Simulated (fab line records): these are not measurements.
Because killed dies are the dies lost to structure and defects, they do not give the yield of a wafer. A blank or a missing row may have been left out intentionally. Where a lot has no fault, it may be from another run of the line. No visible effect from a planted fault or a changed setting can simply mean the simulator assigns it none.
fab line records	flow nandHarc	part 1 of 2: steps 1 to 24 of 34
record: lots: 5	wafers: 15	lastDay: 24
route steps=1159 shown A_CHANNEL_HOLE_D1@484 A_CHANNEL_FILL_D1@490 A_STAIRCASE@519
lots with no fault: from the same line, run without faults
startH: hours from the record's first day to the start of the lot's first wafer shown	waitH: hours elapsed since this lot's preceding step	" same as the row above	L1.1+2: one row covering several wafers at once	- either no value or no given start	* or withheld: withheld	< > ~ a bound
route shown NAME@n: NAME is a module with steps in the file, n the number in the route of the first one	usual: mean/standard deviation taken from wafers without a fault	same: alike in all rows	chamber/n: place in a boat	sites: readings site by site	_std_site: the values' standard deviation	_edge_site: outer sites' mean less inner sites'	radiusMm: for every site, how far away it sits from the centre of the wafer	mask NAME#n: copy n	behind: the last tool/chamber to shape the wafer	hold: why the lot went on hold/how many hours it stayed there/how the hold came to an end	device: the n, p or np transistor that did not switch	end of line: tests of these same wafers at the route's end	a step given without rows: its recipe and nothing more	killed: count of dies lost to structure and defects at first sort (not the wafer's yield)	map: per-die view of a wafer (x killed, . not killed, _ where there is no die)
set.NAME: the run value of the setting; set.NAME@STEP: its run value at that earlier step	model.NAME: the simulator's own value behind a step, which no gauge read
lots seen at some steps along the route; tables by step, rows by wafer
services: a tool's chamber out of use, with start hour (startH, from the record's first day; less than 0 if before it), hours out, and reason
== steps ==
step: NHARC_A_CHANNEL_HOLE_D1_STRIP_27
recipe: o2FlowSccm: 500	arFlowSccm: 0	biasW: 0	chemistry: O2
usual: drypumpMotorCurrentA: 5.98/0.23	oesProductAu: 0.998/0.0078	rfVppV: 58.0/0.97	showerheadPlenumPTorr: 3.57/0.12	throttleValvePct: 17.037/0.0096
lot.wafer	tool	chamber	startH	waitH	drypumpMotorCurrentA	oesProductAu	rfHoursCounterH	rfVppV	showerheadPlenumPTorr	throttleValvePct
L077.2	rieDiel-03	3	-	-	6.10	0.995	7.0	58.0	3.78	17.027
L077.1	"	0	"	"	5.70	0.998	8.1	58.0	3.51	17.036
L077.5	"	0	"	"	5.68	1.000	-	57.0	3.51	17.022
L079.1	rieDiel-10	1	-	-	5.21	0.993	2.6	55.9	3.58	17.026
L079.4	"	2	"	"	5.99	0.995	2.1	57.1	3.39	17.038
L079.6	"	1	"	"	5.20	1.002	-	58.2	3.58	17.041
L080.4	rieDiel-11	2	-	-	5.90	0.993	0.6	57.7	3.71	17.041
L080.5	"	0	"	"	6.08	1.003	-	57.8	3.49	17.030
L080.6	"	1	"	"	6.25	0.991	-	56.7	3.40	17.041
L088.1	rieDiel-11	3	-	-	6.08	1.008	4.1	59.3	3.64	17.040
L088.2	"	1	"	"	6.28	1.002	6.9	57.2	3.39	17.031
L088.6	"	2	"	"	5.87	0.995	-	58.4	3.71	17.034
L094.2	rieDiel-11	3	-	-	6.07	0.989	5.9	59.0	3.64	17.043
L094.1	"	0	"	"	6.06	1.003	7.9	56.6	3.49	17.037
L094.3	"	2	"	"	5.89	1.007	5.4	59.6	3.71	17.028
step: NHARC_A_CHANNEL_HOLE_D1_PRECLEAN_28
recipe: timeS: *	tempC: 50	bathAgeMin: 0	chemistry: SC1
lot.wafer	tool	chamber	startH	waitH
L077.1+2+5	wetBench-01	6,1,3	194.88	-
L079.1+4+6	wetBench-01	5,7,0	209.81	-
L080.4+6+5	wetBench-06	2,4,6	209.93	-
L088.6+1+2	wetBench-02	3,4,5	266.47	-
L094.2+1+3	wetBench-06	2,4,6	297.54	-
step: NHARC_A_CHANNEL_HOLE_D1_SRD_29
lot.wafer	tool	chamber	startH	waitH
L077.1+2+5	wetBench-01	6,1,3	-	-
L079.1+4+6	wetBench-01	5,7,0	-	-
L080.4+6+5	wetBench-06	2,4,6	-	-
L088.6+1+2	wetBench-02	3,4,5	-	-
L094.2+1+3	wetBench-06	2,4,6	-	-
step: NHARC_A_CHANNEL_HOLE_D1_CD_MEAS_30
usual: cdNm: 90.2/0.92
lot.wafer	tool	chamber	startH	waitH	cdNm
L077.1	cdSem-01	-	195.02	-	91.5
L077.2	"	-	"	"	91.6
L077.5	"	-	"	"	89.5
L079.1	cdSem-01	-	209.95	-	90.4
L079.4	"	-	"	"	89.6
L079.6	"	-	"	"	90.6
L080.4	cdSem-03	-	210.08	-	90.3
L080.5	"	-	"	"	89.3
L080.6	"	-	"	"	90.5
L088.1	cdSem-01	-	266.61	-	90.8
L088.2	"	-	"	"	91.1
L088.6	"	-	"	"	90.5
L094.1	cdSem-02	-	297.68	-	90.0
L094.2	"	-	"	"	88.2
L094.3	"	-	"	"	88.5
step: NHARC_A_CHANNEL_HOLE_D1_XSEM_31
recipe: landingEnergyEv: 35000
usual: botCdNm: 74.6/1.1	bowNm: 8.7/0.33	tiltDeg: 0.07/0.037
lot.wafer	tool	chamber	startH	waitH	botCdNm	bowNm	tiltDeg
L077.1	xsem-02	0	195.12	0.1	76.3	8.5	0.07
L077.2	"	0	"	"	75.3	8.6	0.07
L077.5	"	0	"	"	73.8	8.5	0.08
L079.1	xsem-02	0	210.04	0.1	73.6	9.2	0.02
L079.4	"	0	"	"	72.9	9.2	0.02
L079.6	"	0	"	"	73.9	9.3	0.02
L080.4	xsem-01	0	210.17	0.1	76.9	9.1	0.05
L080.5	"	0	"	"	75.7	9.2	0.05
L080.6	"	0	"	"	76.6	9.2	0.05
L088.1	xsem-01	0	266.70	0.1	75.1	9.0	0.18
L088.2	"	0	"	"	75.1	9.0	0.17
L088.6	"	0	"	"	75.3	9.0	0.17
L094.1	xsem-02	0	297.78	0.1	72.9	8.5	0.10
L094.2	"	0	"	"	71.3	8.4	0.10
L094.3	"	0	"	"	71.8	8.5	0.10
step: NHARC_A_CHANNEL_HOLE_D1_INSPECT_40
usual: rawDefectCount: 55/17
lot.wafer	tool	chamber	startH	waitH	rawDefectCount
L077.1	defectInspect-02	-	195.21	-	70
L077.2	"	-	"	"	65
L077.5	"	-	"	"	56
L079.1	defectInspect-01	-	210.14	-	86
L079.4	"	-	"	"	58
L079.6	"	-	"	"	63
L080.4	defectInspect-02	-	210.26	-	34
L080.5	"	-	"	"	29
L080.6	"	-	"	"	40
L088.1	defectInspect-01	-	266.80	-	84
L088.2	"	-	"	"	93
L088.6	"	-	"	"	69
L094.1	defectInspect-02	-	297.87	-	41
L094.2	"	-	"	"	40
L094.3	"	-	"	"	48
step: NHARC_A_CHANNEL_FILL_D1_PRECLEAN_00
recipe: timeS: *	tempC: 50	bathAgeMin: 0	chemistry: SC1
lot.wafer	tool	chamber	startH	waitH
L077.1+5+2	wetBench-05	1,3,4	195.28	0.1
L079.4+6+1	wetBench-05	3,4,7	210.19	0.0
L080.4+6+5	wetBench-07	5,7,1	210.32	0.1
L088.2+6+1	wetBench-05	4,6,7	266.85	0.0
L094.1+3+2	wetBench-03	1,3,4	297.94	0.1
step: NHARC_A_CHANNEL_FILL_D1_SRD_01
lot.wafer	tool	chamber	startH	waitH
L077.1+5+2	wetBench-05	1,3,4	-	-
L079.4+6+1	wetBench-05	3,4,7	-	-
L080.4+6+5	wetBench-07	5,7,1	-	-
L088.2+6+1	wetBench-05	4,6,7	-	-
L094.1+3+2	wetBench-03	1,3,4	-	-
step: NHARC_A_CHANNEL_FILL_D1_ALD_02
recipe: targetThkA: 60	pulseTimeS: 10	aldCycles: 60	tempC: 300	material: SiO2
usual: heaterPowerW: 468/61	precursorPulseHeightRel: 1.000/0.018
lot.wafer	tool	chamber	startH	waitH	heaterPowerW	precursorPulseHeightRel
L077.1	aldHk-01	3	195.48	-	450	0.990
L077.2	"	0	"	"	451	1.038
L077.5	"	2	"	"	526	1.012
L079.4	aldHk-01	0	210.34	-	458	1.012
L079.1	"	3	"	"	452	1.013
L079.6	"	0	"	"	458	0.992
L080.4	aldHk-01	1	210.77	-	410	0.988
L080.5	"	1	"	"	404	0.993
L080.6	"	2	"	"	515	0.980
L088.1	aldHk-01	0	267.14	-	462	1.016
L088.2	"	1	"	"	406	0.994
L088.6	"	3	"	"	458	0.995
L094.1	aldHk-04	0	298.07	-	354	1.003
L094.3	"	1	"	"	471	0.995
L094.2	"	2	"	"	557	0.990
step: NHARC_A_CHANNEL_FILL_D1_ALD_03
recipe: targetThkA: 60	pulseTimeS: 60	aldCycles: 58	tempC: 630	pressureTorr: 2	material: SiNx
usual: precursorPulseHeightRel: 0.996/0.02
lot.wafer	tool	chamber	startH	waitH	precursorPulseHeightRel
L077.1	aldSinBatch-01	0	-	-	0.992
L077.2	"	0	"	"	0.996
L077.5	"	0	"	"	1.011
L079.1	aldSinBatch-02	0	-	-	0.977
L079.4	"	0	"	"	1.021
L079.6	"	0	"	"	0.995
L080.4	aldSinBatch-02	0	-	-	0.949
L080.5	"	0	"	"	1.002
L080.6	"	0	"	"	0.992
L088.1	aldSinBatch-03	0	-	-	0.976
L088.2	"	0	"	"	0.973
L088.6	"	0	"	"	0.959
L094.1	aldSinBatch-01	0	-	-	1.017
L094.2	"	0	"	"	0.974
L094.3	"	0	"	"	0.989
step: NHARC_A_CHANNEL_FILL_D1_ALD_14
recipe: targetThkA: 25	pulseTimeS: 10	aldCycles: 25	tempC: 300	material: SiO2
usual: heaterPowerW: 467/63	precursorPulseHeightRel: 0.998/0.019
lot.wafer	tool	chamber	startH	waitH	heaterPowerW	precursorPulseHeightRel
L077.2	aldHk-02	2	202.43	0.0	481	1.012
L077.1	"	1	"	"	387	1.001
L077.5	"	3	"	"	483	1.014
L079.1	aldHk-02	2	217.36	0.0	480	0.983
L079.4	"	1	"	"	384	1.014
L079.6	"	2	"	"	477	0.986
L080.4	aldHk-04	2	217.36	0.0	540	1.000
L080.6	"	2	"	"	542	0.982
L080.5	"	3	"	"	585	0.997
L088.2	aldHk-02	0	271.94	0.1	485	0.983
L088.1	"	1	"	"	389	1.027
L088.6	"	0	"	"	466	1.001
L094.3	aldHk-04	0	306.07	1.1	350	1.006
L094.2	"	1	"	"	488	0.983
L094.1	"	3	"	"	575	0.980
step: NHARC_A_CHANNEL_FILL_D1_ALD_15
recipe: targetThkA: 20	pulseTimeS: 60	aldCycles: 19	tempC: 630	pressureTorr: 2	material: SiNx
usual: precursorPulseHeightRel: 1.003/0.02
lot.wafer	tool	chamber	startH	waitH	precursorPulseHeightRel
L077.1	aldSinBatch-01	0	-	-	1.009
L077.2	"	0	"	"	1.035
L077.5	"	0	"	"	0.996
L079.1	aldSinBatch-01	0	-	-	0.981
L079.4	"	0	"	"	0.985
L079.6	"	0	"	"	1.017
L080.4	aldSinBatch-01	0	-	-	1.014
L080.5	"	0	"	"	1.024
L080.6	"	0	"	"	0.961
L088.1	aldSinBatch-01	0	-	-	0.991
L088.2	"	0	"	"	1.019
L088.6	"	0	"	"	0.989
L094.1	aldSinBatch-01	0	-	-	0.998
L094.2	"	0	"	"	1.041
L094.3	"	0	"	"	1.012
step: NHARC_A_CHANNEL_FILL_D1_ALD_16
recipe: targetThkA: 15	pulseTimeS: 10	aldCycles: 15	tempC: 300	material: SiO2
usual: heaterPowerW: 472/63	precursorPulseHeightRel: 1.000/0.018
lot.wafer	tool	chamber	startH	waitH	heaterPowerW	precursorPulseHeightRel
L077.2	aldHk-01	1	207.66	0.1	429	1.000
L077.1	"	3	"	"	447	1.017
L077.5	"	0	"	"	462	0.999
L080.4	aldHk-01	3	222.57	0.0	458	1.010
L080.6	"	3	"	"	451	1.025
L080.5	"	0	"	"	454	1.000
L079.1	aldHk-04	0	222.57	0.0	343	1.000
L079.4	"	3	"	"	577	1.019
L079.6	"	1	"	"	468	1.018
L088.2	aldHk-04	0	278.99	2.0	339	1.006
L088.1	"	3	"	"	577	0.994
L088.6	"	1	"	"	475	0.990
L094.1	aldHk-01	1	311.27	0.0	409	0.994
L094.2	"	2	"	"	537	1.027
L094.3	"	3	"	"	460	0.986
step: NHARC_A_CHANNEL_FILL_D1_ANNEAL_17
recipe: tempC: 850	timeS: 1800
usual: tubeCenterTempC: 850/0.085
lot.wafer	tool	chamber	startH	waitH	tubeCenterTempC
L077.1	furnace-07	0	210.80	-	850.09
L077.2	"	0	"	"	849.99
L077.5	"	0	"	"	850.04
L079.1	furnace-08	0	226.11	-	850.07
L079.4	"	0	"	"	849.91
L079.6	"	0	"	"	850.02
L080.4	furnace-08	0	226.11	-	850.19
L080.5	"	0	"	"	849.99
L080.6	"	0	"	"	849.95
L088.1	furnace-08	0	281.95	-	849.99
L088.2	"	0	"	"	850.03
L088.6	"	0	"	"	850.05
L094.1	furnace-01	0	314.70	-	850
L094.2	"	0	"	"	850.08
L094.3	"	0	"	"	850.09
step: NHARC_A_CHANNEL_FILL_D1_CVD_18
recipe: targetThkA: 30	tempC: 550	material: poly-Si
usual: tubeCenterTempC: 549.99/0.049
lot.wafer	tool	chamber	startH	waitH	tubeCenterTempC
L077.1	lpcvdPoly-03	0	217.37	-	550.05
L077.2	"	0	"	"	549.98
L077.5	"	0	"	"	550.06
L079.1	lpcvdPoly-02	0	232.47	-	550.01
L079.4	"	0	"	"	549.93
L079.6	"	0	"	"	550.02
L080.4	lpcvdPoly-02	0	232.47	-	550.04
L080.5	"	0	"	"	549.97
L080.6	"	0	"	"	550.05
L088.1	lpcvdPoly-03	0	288.57	-	549.92
L088.2	"	0	"	"	549.9
L088.6	"	0	"	"	549.95
L094.1	lpcvdPoly-01	0	321.33	-	550
L094.2	"	0	"	"	549.98
L094.3	"	0	"	"	549.97
step: NHARC_A_CHANNEL_FILL_D1_ETCHBACK_19
recipe: targetDepthA: 50	timeS: 1.7	hbrFlowSccm: 150	cl2FlowSccm: 50	rfW: 400	icpW: 400	biasW: 100	chemistry: HBr/Cl2
usual: drypumpMotorCurrentA: 5.7/0.58	hbrFlowSccm: 150.0/0.45	oesProductAu: 1.003/0.0075	throttleValvePct: 26.406/0.0091
lot.wafer	tool	chamber	startH	waitH	drypumpMotorCurrentA	hbrFlowSccm	oesProductAu	rfHoursCounterH	throttleValvePct
L077.1	rieSi-05	2	219.44	0.4	6.0	150.1	1.015	1.4	26.415
L077.2	"	0	"	"	6.8	149.3	1.006	1.3	26.416
L077.5	"	2	"	"	6.0	150.4	1.005	-	26.410
L080.4	rieSi-05	3	234.57	0.4	5.5	150.1	1.005	1.5	26.401
L080.6	"	2	"	"	6.0	149.3	1.006	-	26.408
L080.5	"	3	"	"	5.5	148.7	1.005	-	26.411
L079.4	rieSi-03	2	234.59	0.4	4.9	149.7	1.009	0.7	26.426
L079.1	"	3	"	"	5.4	150.3	1.006	0.6	26.409
L079.6	"	1	"	"	5.6	149.9	1.011	-	26.403
L088.2	rieSi-05	1	290.63	0.4	6.5	149.4	1.000	0.5	26.410
L088.1	"	2	"	"	6.0	150.2	1.011	0.6	26.395
L088.6	"	2	"	"	6.0	150.3	0.999	-	26.401
L094.1	rieSi-03	0	323.42	0.4	5.6	149.5	0.993	1.4	26.417
L094.3	"	2	"	"	4.9	149.3	1.010	1.5	26.405
L094.2	"	3	"	"	5.5	149.6	1.013	1.5	26.393
step: NHARC_A_CHANNEL_FILL_D1_ETCHBACK_20
recipe: targetDepthA: 270	timeS: 13.5	c4f8FlowSccm: withheld	o2FlowSccm: 8	arFlowSccm: withheld	rfW: 600	biasW: 1500	chemistry: C4F8/O2/Ar
usual: oesProductAu: 0.97/0.036	rfVppV: 981/4.9
lot.wafer	tool	chamber	startH	waitH	oesProductAu	rfHoursCounterH	rfVppV
L077.2	rieDiel-02	0	219.55	-	0.99	1	977
L077.1	"	3	"	"	0.99	2	973
L077.5	"	0	"	"	0.99	-	977
L079.1	rieDiel-13	0	234.70	-	0.99	5	987
L079.4	"	2	"	"	1.00	6	985
L079.6	"	0	"	"	0.99	-	987
L080.4	rieDiel-02	0	234.71	-	0.93	2	976
L080.5	"	2	"	"	0.94	-	983
L080.6	"	3	"	"	0.94	-	973
L088.2	rieDiel-13	0	290.76	-	0.98	0	987
L088.1	"	1	"	"	1.00	0	975
L088.6	"	1	"	"	1.00	-	976
L094.2	rieDiel-13	1	323.54	-	1.00	1	975
L094.1	"	3	"	"	1.00	1	990
L094.3	"	0	"	"	0.97	1	988
step: NHARC_A_CHANNEL_FILL_D1_STRIP_28
recipe: timeS: 20	o2FlowSccm: 500	arFlowSccm: 0	biasW: 0	chemistry: O2
usual: drypumpMotorCurrentA: 6.0/0.51	oesProductAu: 0.995/0.0083	rfVppV: 58.0/0.83	showerheadPlenumPTorr: 3.60/0.12	throttleValvePct: 17.037/0.0087
lot.wafer	tool	chamber	startH	waitH	drypumpMotorCurrentA	oesProductAu	rfHoursCounterH	rfVppV	showerheadPlenumPTorr	throttleValvePct
L077.2	rieDiel-02	3	219.65	0.1	6.6	0.999	2	57.9	3.41	17.045
L077.1	"	0	"	"	5.7	0.994	1	57.7	3.50	17.031
L077.5	"	2	"	"	5.5	0.997	-	59.0	3.65	17.052
L080.4	rieDiel-02	1	234.78	0.1	6.2	0.985	2	59.2	3.64	17.035
L080.6	"	1	"	"	6.1	0.994	-	58.5	3.64	17.033
L080.5	"	2	"	"	5.5	0.999	-	57.9	3.65	17.026
L079.1	rieDiel-13	1	234.79	0.1	5.9	1.003	6	57.5	3.47	17.027
L079.4	"	2	"	"	6.1	1.000	6	58.4	3.71	17.044
L079.6	"	3	"	"	6.1	0.999	-	57.0	3.78	17.031
L088.2	rieDiel-13	1	290.86	0.1	5.9	1.010	0	57.2	3.47	17.046
L088.1	"	2	"	"	6.1	0.987	0	57.2	3.70	17.050
L088.6	"	0	"	"	6.8	0.999	-	58.9	3.75	17.039
L094.1	rieDiel-13	0	323.64	0.1	6.8	0.998	1	58.1	3.75	17.033
L094.2	"	1	"	"	5.9	1.011	1	58.8	3.47	17.036
L094.3	"	2	"	"	6.1	1.001	1	60.1	3.70	17.048
step: NHARC_A_CHANNEL_FILL_D1_PRECLEAN_21
recipe: timeS: 30	chemistry: dHF
lot.wafer	tool	chamber	startH	waitH
L077.2+1+5	wetBench-07	0,2,4	219.75	-
L080.4+6+5	wetBench-03	3,4,0	234.88	-
L079.6+1+4	wetBench-05	4,5,6	234.89	-
L088.6+1+2	wetBench-03	5,6,1	290.95	-
L094.1+3+2	wetBench-07	4,5,6	323.74	-
step: NHARC_A_CHANNEL_FILL_D1_SRD_23
lot.wafer	tool	chamber	startH	waitH
L077.2+1+5	wetBench-07	0,2,4	219.77	0.0
L080.4+6+5	wetBench-03	3,4,0	234.90	0.0
L079.6+1+4	wetBench-05	4,5,6	234.90	0.0
L088.6+1+2	wetBench-03	5,6,1	290.98	0.0
L094.1+3+2	wetBench-07	4,5,6	323.77	0.0
step: NHARC_A_CHANNEL_FILL_D1_CVD_05
recipe: targetThkA: 50	tempC: 550	material: poly-Si
usual: tubeCenterTempC: 550/0.047
lot.wafer	tool	chamber	startH	waitH	tubeCenterTempC
L077.1	lpcvdPoly-03	0	222.20	2.4	549.94
L077.2	"	0	"	"	549.98
L077.5	"	0	"	"	550.01
L079.1	lpcvdPoly-01	0	237.33	2.4	550
L079.4	"	0	"	"	549.93
L079.6	"	0	"	"	550.05
L080.4	lpcvdPoly-01	0	237.33	2.4	549.96
L080.5	"	0	"	"	550.01
L080.6	"	0	"	"	549.95
L088.1	lpcvdPoly-02	0	293.21	2.2	550.02
L088.2	"	0	"	"	550.01
L088.6	"	0	"	"	550.12
L094.1	lpcvdPoly-01	0	326.19	2.4	550.03
L094.2	"	0	"	"	549.98
L094.3	"	0	"	"	550.04
step: NHARC_A_CHANNEL_FILL_D1_ANNEAL_22
recipe: tempC: 620	timeS: 7200
usual: tubeCenterTempC: 620/0.053
lot.wafer	tool	chamber	startH	waitH	tubeCenterTempC
L077.1	furnace-07	0	227.31	3.3	619.99
L077.2	"	0	"	"	620.07
L077.5	"	0	"	"	619.99
L079.1	furnace-01	0	243.01	3.9	620.1
L079.4	"	0	"	"	619.97
L079.6	"	0	"	"	620.11
L080.4	furnace-01	0	243.01	3.9	620
L080.5	"	0	"	"	620.02
L080.6	"	0	"	"	620.07
L088.1	furnace-08	0	298.34	3.3	619.86
L088.2	"	0	"	"	620.02
L088.6	"	0	"	"	619.98
L094.1	furnace-07	0	331.28	3.3	620.04
L094.2	"	0	"	"	619.98
L094.3	"	0	"	"	620.04
step: NHARC_A_CHANNEL_FILL_D1_THK_MEAS_06
recipe: thkMeasGauge: ellipsometry
usual: thkNm: 5.2/0.89
lot.wafer	tool	chamber	startH	waitH	thkNm
L077.1	filmMetro-02	-	231.33	0.4	5.2
L077.2	"	-	"	"	3.2
L077.5	"	-	"	"	6.1
L079.1	filmMetro-02	-	247.09	0.4	6.3
L079.4	"	-	"	"	6.4
L079.6	"	-	"	"	6.3
L080.4	filmMetro-01	-	247.10	0.4	5.8
L080.5	"	-	"	"	5.2
L080.6	"	-	"	"	6.0
L088.1	filmMetro-02	-	302.37	0.4	5.1
L088.2	"	-	"	"	5.7
L088.6	"	-	"	"	5.1
L094.1	filmMetro-01	-	335.26	0.4	4.8
L094.2	"	-	"	"	4.5
L094.3	"	-	"	"	5.3
step: NHARC_A_CHANNEL_FILL_D1_ALD_25
recipe: targetThkA: 600	pulseTimeS: 10	aldCycles: 600	tempC: 300	material: SiOx
usual: heaterPowerW: 471/58	precursorPulseHeightRel: 1.002/0.019
lot.wafer	tool	chamber	startH	waitH	heaterPowerW	precursorPulseHeightRel
L077.1	aldHk-04	3	232.64	1.3	571	0.997
L077.2	"	0	"	"	354	1.006
L077.5	"	1	"	"	477	0.999
L080.4	aldHk-02	3	249.01	1.9	478	1.021
L080.5	"	0	"	"	477	0.994
L080.6	"	1	"	"	398	1.028
L079.4	aldHk-01	3	249.10	2.0	456	1.035
L079.1	"	1	250.35	3.3	412	1.022
L079.6	"	2	"	"	532	0.971
L088.1	aldHk-02	2	302.42	0.1	441	1.002
L088.2	"	1	304.29	1.9	402	0.988
L088.6	"	3	305.54	3.2	496	0.993
L094.2	aldHk-01	1	335.31	0.1	397	0.996
L094.1	"	3	337.74	2.5	461	0.994
L094.3	"	0	338.96	3.7	470	0.984
